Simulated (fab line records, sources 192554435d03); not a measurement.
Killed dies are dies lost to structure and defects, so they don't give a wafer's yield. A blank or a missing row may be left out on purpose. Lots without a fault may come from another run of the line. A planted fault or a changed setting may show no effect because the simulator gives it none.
One fault seen from 2 desks | flow n5_finfet | each desk has only its own numbers; what lay behind them comes last

THE METROLOGY DESK
What the gauges read, lot by lot, whatever tool the lot ran on: means of the sampled wafers that have a number. A lot is out of limits, marked OUT, if its mean lies more than 4 standard deviations from the usual mean; the brackets give that distance.
Columns: A = TV_OVL at N5_PASSIVATION_OVL_MEAS_60, usual -2 nm
lot  | first seen here | A
L996 | day 13 19:38    | -6
L997 | day 14 17:20    | 1
L998 | day 14 18:17    | 2
L100 | day 15 03:58    | -3
L101 | day 15 06:34    | 6
L104 | day 15 17:15    | 2
L105 | day 16 02:56    | -1
L107 | day 16 18:25    | 3
L110 | day 17 04:59    | 6
L113 | day 18 22:01    | -2
L116 | day 20 16:15    | -3
This desk's finding: nothing out of limits on any of the 11 lots.

THE TOOL OWNER'S DESK: rie_si-06
The tool's own readings at N5_BEOL_M0_SAQP_MANDREL_ETCH_20 (etches a-Si in HBr/Cl2, stops on SiNx, target depth 60 nm, bt time 10 s, time 30 s): means of the sampled wafers that have a number, for each lot that ran on this tool. A lot is out of limits, marked OUT, if its mean lies more than 4 standard deviations from the usual mean; the brackets give that distance.
Columns: A = drypump_motor_current_A at N5_BEOL_M0_SAQP_MANDREL_ETCH_20, usual 5.5 A; B = oes_product_au at N5_BEOL_M0_SAQP_MANDREL_ETCH_20, usual 0.775 a.u.; C = throttle_valve_pct at N5_BEOL_M0_SAQP_MANDREL_ETCH_20, usual 35.48 %
lot  | first seen here | A   | B     | C
L100 | day 6 08:05     | 5.4 | 0.787 | 35.59
L101 | day 6 18:58     | 5.6 | 0.772 | 35.27
L105 | day 8 12:04     | 5.5 | 0.788 | 35.56
L107 | day 10 07:04    | 5.0 | 0.771 | 35.45
This desk's finding: nothing out of limits on any of the 4 lots.

PUT TOGETHER
The metrology desk saw nothing out of limits.
The tool owner's desk saw nothing out of limits.

WHAT THE SIMULATOR HAD PUT IN
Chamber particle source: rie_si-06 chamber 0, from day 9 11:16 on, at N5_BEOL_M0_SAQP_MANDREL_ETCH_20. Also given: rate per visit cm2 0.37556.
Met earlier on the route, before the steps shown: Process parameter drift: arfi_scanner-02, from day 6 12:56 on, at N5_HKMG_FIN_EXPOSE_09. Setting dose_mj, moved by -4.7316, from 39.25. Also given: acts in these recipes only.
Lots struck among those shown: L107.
